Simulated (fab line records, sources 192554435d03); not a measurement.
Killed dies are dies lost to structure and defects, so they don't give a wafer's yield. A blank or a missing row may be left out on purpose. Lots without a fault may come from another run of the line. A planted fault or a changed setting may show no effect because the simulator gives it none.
Which tool did it? | flow n5_finfet | 7 lots, 19 wafers sampled, at 9 steps of a route of 1938

WHAT THE GAUGES READ, wafer by wafer
N5_BEOL_M3_INSPECT_30: inspects for defects (brightfield). Usual: raw_defect_count 425, standard deviation 110.
lot  | measured     | on                | raw_defect_count | flag
L759 | day 9 20:46  | defect_inspect-02 | 358 384 290      |
L762 | day 9 21:02  | defect_inspect-02 | 392 357 406      |
L763 | day 12 00:33 | defect_inspect-01 | 507 473 361      |
L777 | day 14 21:24 | defect_inspect-01 | 572 573          |
L776 | day 14 23:01 | defect_inspect-01 | 296 446 500      |
L780 | day 15 13:40 | defect_inspect-01 | 351 465 360      |
L781 | day 15 20:58 | defect_inspect-02 | 336 391          |

N5_BEOL_M3_OCD_MEAS_38. Usual: trench_depth_nm 55.0 nm, standard deviation 0.84.
lot  | measured     | on     | trench_depth_nm (nm) | flag
L759 | day 11 09:58 | ocd-02 | 54.0 55.1 55.0       |
L762 | day 11 13:20 | ocd-02 | 53.9 56.7 54.1       |
L763 | day 12 10:40 | ocd-01 | 55.4 - 55.5          |
L777 | day 16 12:41 | ocd-02 | 56.0 55.0            |
L776 | day 16 15:34 | ocd-02 | 54.4 54.7 53.8       |
L780 | day 16 22:53 | ocd-02 | 55.7 54.2 55.4       |
L781 | day 17 09:10 | ocd-01 | 56.7 54.7            |

N5_BEOL_M3_CD_MEAS_35: target cd 18 nm, target cd y 21 nm. Usual: cd_nm 17.8 nm, standard deviation 0.36.
lot  | measured     | on        | cd_nm (nm)     | flag
L759 | day 11 10:07 | cd_sem-03 | 18.0 17.1 18.3 |
L762 | day 11 13:30 | cd_sem-03 | 17.8 18.0 18.2 |
L763 | day 12 10:50 | cd_sem-01 | 18.2 - 17.5    |
L777 | day 16 12:50 | cd_sem-03 | 17.6 17.2      |
L776 | day 16 15:49 | cd_sem-03 | 18.4 17.8 17.4 |
L780 | day 16 23:08 | cd_sem-02 | 18.2 17.7 18.4 |
L781 | day 17 09:19 | cd_sem-01 | 17.8 17.4      |

N5_BEOL_M4_RC_MEAS_101. Usual: DIBL_N 35.8 mV/V, standard deviation 1.6; DIBL_P 35.6 mV/V, standard deviation 2; IOFF_N 0.15 nA/um, standard deviation 0.031; IOFF_P 0.20 nA/um, standard deviation 0.033; ION_N 668 uA/um, standard deviation 12; ION_P 459 uA/um, standard deviation 6.8; SS_N 71.4 mV/dec, standard deviation 0.53; SS_P 73.1 mV/dec, standard deviation 0.63; VT_N 250 mV, standard deviation 3.5; VT_P -251 mV, standard deviation 3.
lot  | measured     | on        | DIBL_N (mV/V)  | DIBL_P (mV/V)  | IOFF_N (nA/um) | IOFF_P (nA/um) | ION_N (uA/um) | ION_P (uA/um) | SS_N (mV/dec)  | SS_P (mV/dec)  | VT_N (mV)   | VT_P (mV)      | flag
L759 | day 13 18:17 | prober-01 | 34.5 35.5 36.9 | 34.8 36.2 37.5 | 0.12 0.15 0.17 | 0.19 0.21 0.24 | 645 676 672   | 443 459 464   | 70.6 71.5 71.9 | 73.0 72.9 73.6 | 255 250 248 | -254 -250 -250 |
L762 | day 14 04:38 | prober-01 | 33.3 34.9 34.7 | 32.8 34.0 33.7 | 0.11 0.13 0.12 | 0.16 0.17 0.18 | 662 662 667   | 455 452 458   | 71.1 71.9 71.4 | 72.4 72.8 73.2 | 254 253 253 | -253 -253 -254 |
L763 | day 15 17:04 | prober-01 | 35.7 37.6      | 34.5 36.9      | 0.15 0.18      | 0.21 0.25      | 672 672       | 464 468       | 71.4 71.8      | 72.7 73.6      | 247 249     | -250 -246      |
L777 | day 19 02:43 | prober-01 | 38.3 33.9      | 38.7 33.4      | 0.21 0.12      | 0.26 0.17      | 685 672       | 470 462       | 71.5 70.7      | 73.5 72.6      | 246 252     | -245 -253      |
L776 | day 19 03:45 | prober-02 | 34.3 36.0 39.0 | 35.4 37.6 40.7 | 0.14 0.17 0.25 | 0.18 0.20 0.27 | 674 679 691   | 463 462 467   | 70.5 71.3 72.0 | 72.9 73.1 73.1 | 250 246 243 | -254 -251 -249 |
L780 | day 20 05:26 | prober-02 | 35.9 35.6 33.5 | 35.3 34.6 32.1 | 0.15 0.13 0.10 | 0.19 0.19 0.15 | 686 659 648   | 472 458 450   | 71.0 71.7 71.4 | 72.7 72.8 72.0 | 247 251 256 | -250 -251 -255 |
L781 | day 20 12:02 | prober-01 | 38.3 38.3      | 39.7 39.2      | 0.23 0.22      | 0.28 0.27      | 708 685       | 480 465       | 71.9 71.4      | 73.8 74.4      | 243 244     | -245 -244      |

WHICH TOOL RAN EACH LOT (tool, then ch and the chambers of the sampled wafers, then the start)
lot  | N5_BEOL_M3_HM_DEP_02         | N5_BEOL_M3_DESCUM_16               | N5_BEOL_M3_DESCUM_33               | N5_BEOL_M3_ETCHBACK_99             | N5_BEOL_M3_ETCH_41
L759 | pvd_sputter-01, day 9 19:15  | rie_diel-04 ch 2,3, day 9 19:53    | rie_diel-05 ch 0,1, day 9 21:10    | rie_diel-01 ch 0,1,2, day 11 09:35 | rie_diel-01 ch 0,1,2, day 11 09:58 or earlier
L762 | pvd_sputter-01, day 9 19:21  | rie_diel-05 ch 0,1,2, day 9 20:04  | rie_diel-01 ch 0,1, day 9 21:12    | rie_diel-05 ch 0,3, day 11 12:57   | rie_diel-05 ch 0,3, day 11 13:20 or earlier
L763 | pvd_sputter-01, day 11 23:05 | rie_diel-04 ch 0,1,3, day 11 23:36 | rie_diel-01 ch 0,2,3, day 12 00:37 | rie_diel-04 ch 1,2,3, day 12 10:17 | rie_diel-04 ch 1,2,3, day 12 10:40 or earlier
L777 | pvd_sputter-03, day 14 19:50 | rie_diel-04 ch 1,3, day 14 20:28   | rie_diel-01 ch 0,1, day 14 21:26   | rie_diel-04 ch 2, day 16 12:17     | rie_diel-04 ch 2, day 16 12:41 or earlier
L776 | pvd_sputter-02, day 14 21:32 | rie_diel-01 ch 0,1,3, day 14 22:10 | rie_diel-04 ch 0,2,3, day 14 23:02 | rie_diel-04 ch 0,3, day 16 15:11   | rie_diel-04 ch 0,3, day 16 15:34 or earlier
L780 | pvd_sputter-01, day 15 12:01 | rie_diel-01 ch 1,2, day 15 12:41   | rie_diel-01 ch 1,3, day 15 13:41   | rie_diel-05 ch 0,1, day 16 22:29   | rie_diel-05 ch 0,1, day 16 22:53 or earlier
L781 | pvd_sputter-03, day 15 19:25 | rie_diel-01 ch 0, day 15 19:55     | rie_diel-01 ch 0, day 15 21:01     | rie_diel-04 ch 0,1, day 17 08:46   | rie_diel-04 ch 0,1, day 17 09:10 or earlier
- N5_BEOL_M3_HM_DEP_02: deposits TiN, target thk 20 nm.
- N5_BEOL_M3_DESCUM_16: chemistry O2, time 7 s.
- N5_BEOL_M3_DESCUM_33: chemistry O2, time 7 s.
- N5_BEOL_M3_ETCHBACK_99: etches SiO2 in CHF3, target depth 5 nm, time 10.4 s.
- N5_BEOL_M3_ETCH_41: etches SiCN in CH3F/O2, target depth 29.9 nm, time 52.5 s.

WHAT THE TOOLS THEMSELVES READ (means of the sampled wafers that have a number; where no wafer has one, the mark that the record gives instead)
N5_BEOL_M3_HM_DEP_02. Usual: throttle_valve_pct 30.0 %, standard deviation 1.1.
lot  | tool           | throttle_valve_pct (%) | flag
L759 | pvd_sputter-01 | 28.6                   |
L762 | pvd_sputter-01 | 29.0                   |
L763 | pvd_sputter-01 | 28.3                   |
L777 | pvd_sputter-03 | 30.5                   |
L776 | pvd_sputter-02 | 30.9                   |
L780 | pvd_sputter-01 | 28.4                   |
L781 | pvd_sputter-03 | 30.4                   |

N5_BEOL_M3_DESCUM_16. Usual: drypump_motor_current_A 5.6 A, standard deviation 0.43; o2_flow_sccm 225.0 sccm, standard deviation 0.68; oes_product_au 0.78 a.u., standard deviation 0.075; rf_vpp_V 243.2 V, standard deviation 1.2; showerhead_plenum_p_Torr 2.09 Torr, standard deviation 0.057; throttle_valve_pct 20.25 %, standard deviation 0.21.
lot  | tool        | drypump_motor_current_A (A) | o2_flow_sccm (sccm) | oes_product_au (a.u.) | rf_vpp_V (V) | showerhead_plenum_p_Torr (Torr) | throttle_valve_pct (%) | flag
L759 | rie_diel-04 | 5.6                         | 225.1               | 0.73                  | 243.1        | 2.09                            | 20.09                  |
L762 | rie_diel-05 | 5.6                         | 226.0               | 0.71                  | 242.8        | 2.06                            | 20.33                  |
L763 | rie_diel-04 | 5.5                         | 225.2               | 0.76                  | 242.4        | 2.12                            | 20.45                  |
L777 | rie_diel-04 | 5.6                         | 224.8               | 0.71                  | 243.4        | 2.06                            | 20.45                  |
L776 | rie_diel-01 | 5.6                         | 225.0               | 0.78                  | 241.8        | 2.06                            | 20.13                  |
L780 | rie_diel-01 | 6.0                         | 225.2               | 0.80                  | 243.1        | 2.10                            | 20.29                  |
L781 | rie_diel-01 | 5.0                         | 224.0               | 0.71                  | 241.8        | 1.99                            | 20.09                  |

N5_BEOL_M3_DESCUM_33. Usual: drypump_motor_current_A 5.7 A, standard deviation 0.41; o2_flow_sccm 225.0 sccm, standard deviation 0.72; oes_product_au 0.80 a.u., standard deviation 0.089; rf_vpp_V 243.1 V, standard deviation 1; showerhead_plenum_p_Torr 2.07 Torr, standard deviation 0.048; throttle_valve_pct 20.21 %, standard deviation 0.17.
lot  | tool        | drypump_motor_current_A (A) | o2_flow_sccm (sccm) | oes_product_au (a.u.) | rf_vpp_V (V) | showerhead_plenum_p_Torr (Torr) | throttle_valve_pct (%) | flag
L759 | rie_diel-05 | 5.5                         | 225.3               | 0.70                  | 243.3        | 2.06                            | 20.47                  |
L762 | rie_diel-01 | 5.2                         | 225.1               | 0.76                  | 242.3        | 2.03                            | 20.04                  |
L763 | rie_diel-01 | 5.8                         | 224.4               | 0.83                  | 244.3        | 2.08                            | 20.18                  |
L777 | rie_diel-01 | 5.3                         | 225.4               | 0.74                  | 242.9        | 2.04                            | 20.12                  |
L776 | rie_diel-04 | 5.4                         | 225.1               | 0.73                  | 243.4        | 2.13                            | 20.31                  |
L780 | rie_diel-01 | 5.8                         | 225.6               | 0.78                  | 242.5        | 2.09                            | 20.14                  |
L781 | rie_diel-01 | 5.0                         | 224.9               | 0.71                  | 242.5        | 1.99                            | 20.09                  |

N5_BEOL_M3_ETCHBACK_99. Usual: CHF3_flow_sccm 11.99 sccm, standard deviation 0.038; drypump_motor_current_A 5.6 A, standard deviation 0.4; oes_f_703_au 0.79 a.u., standard deviation 0.1; oes_product_au 0.79 a.u., standard deviation 0.095; rf_vpp_V 243 V, standard deviation 5.6; showerhead_plenum_p_Torr 2.17 Torr, standard deviation 0.053; throttle_valve_pct 16.99 %, standard deviation 0.22.
lot  | tool        | CHF3_flow_sccm (sccm) | drypump_motor_current_A (A) | oes_f_703_au (a.u.) | oes_product_au (a.u.) | rf_vpp_V (V) | showerhead_plenum_p_Torr (Torr) | throttle_valve_pct (%) | flag
L759 | rie_diel-01 | 11.97                 | 5.6                         | 0.79                | 0.78                  | 240          | 2.14                            | 16.88                  |
L762 | rie_diel-05 | 12.01                 | 5.5                         | 0.80                | 0.80                  | 236          | 2.14                            | 17.10                  |
L763 | rie_diel-04 | 11.96                 | 5.4                         | 0.70                | 0.57                  | 248          | 2.17                            | 17.16                  |
L777 | rie_diel-04 | 11.97                 | 5.1                         | 1.00                | 0.99                  | 242          | 2.20                            | 16.74                  |
L776 | rie_diel-04 | 11.97                 | 5.5                         | 0.73                | 0.75                  | 248          | 2.23                            | 17.18                  |
L780 | rie_diel-05 | 11.99                 | 5.7                         | 0.91                | 0.91                  | 240          | 2.10                            | 16.78                  |
L781 | rie_diel-04 | 11.96                 | 5.3                         | 0.85                | 0.87                  | 248          | 2.21                            | 17.20                  |

N5_BEOL_M3_ETCH_41. Usual: drypump_motor_current_A 5.6 A, standard deviation 0.39; oes_product_au 0.79 a.u., standard deviation 0.095; rf_vpp_V 297.6 V, standard deviation 1.3; showerhead_plenum_p_Torr 2.01 Torr, standard deviation 0.05; throttle_valve_pct 16.24 %, standard deviation 0.22.
lot  | tool        | drypump_motor_current_A (A) | oes_product_au (a.u.) | rf_vpp_V (V) | showerhead_plenum_p_Torr (Torr) | throttle_valve_pct (%) | flag
L759 | rie_diel-01 | 5.6                         | 0.79                  | 296.8        | 1.99                            | 16.12                  |
L762 | rie_diel-05 | 5.5                         | 0.79                  | 297.1        | 1.98                            | 16.33                  |
L763 | rie_diel-04 | 5.4                         | 0.56                  | 297.3        | 2.01                            | 16.40                  |
L777 | rie_diel-04 | 5.1                         | 0.99                  | 298.3        | 2.05                            | 15.96                  |
L776 | rie_diel-04 | 5.5                         | 0.75                  | 298.5        | 2.07                            | 16.41                  |
L780 | rie_diel-05 | 5.7                         | 0.90                  | 295.9        | 1.96                            | 16.04                  |
L781 | rie_diel-04 | 5.3                         | 0.89                  | 298.1        | 2.04                            | 16.42                  |

THE ANSWER, worked out from the rows above alone
Rule: a lot is off if the mean of its wafers that have a number lies more than 3 standard deviations from the usual mean. A lot without any number at a reading at which 4 lots or more have one is off too. The other lots that the step has rows for count as sound. The gauges are gone through in route order, then the tools' own readings, and for those a lot's mean is taken as printed above. The first step at which some lot is off is used, and at that step the reading that is off furthest; a lot without a number counts as furthest.
No lot is off at any reading shown: from this, nothing can be told.

WHAT THE SIMULATOR HAD PUT IN
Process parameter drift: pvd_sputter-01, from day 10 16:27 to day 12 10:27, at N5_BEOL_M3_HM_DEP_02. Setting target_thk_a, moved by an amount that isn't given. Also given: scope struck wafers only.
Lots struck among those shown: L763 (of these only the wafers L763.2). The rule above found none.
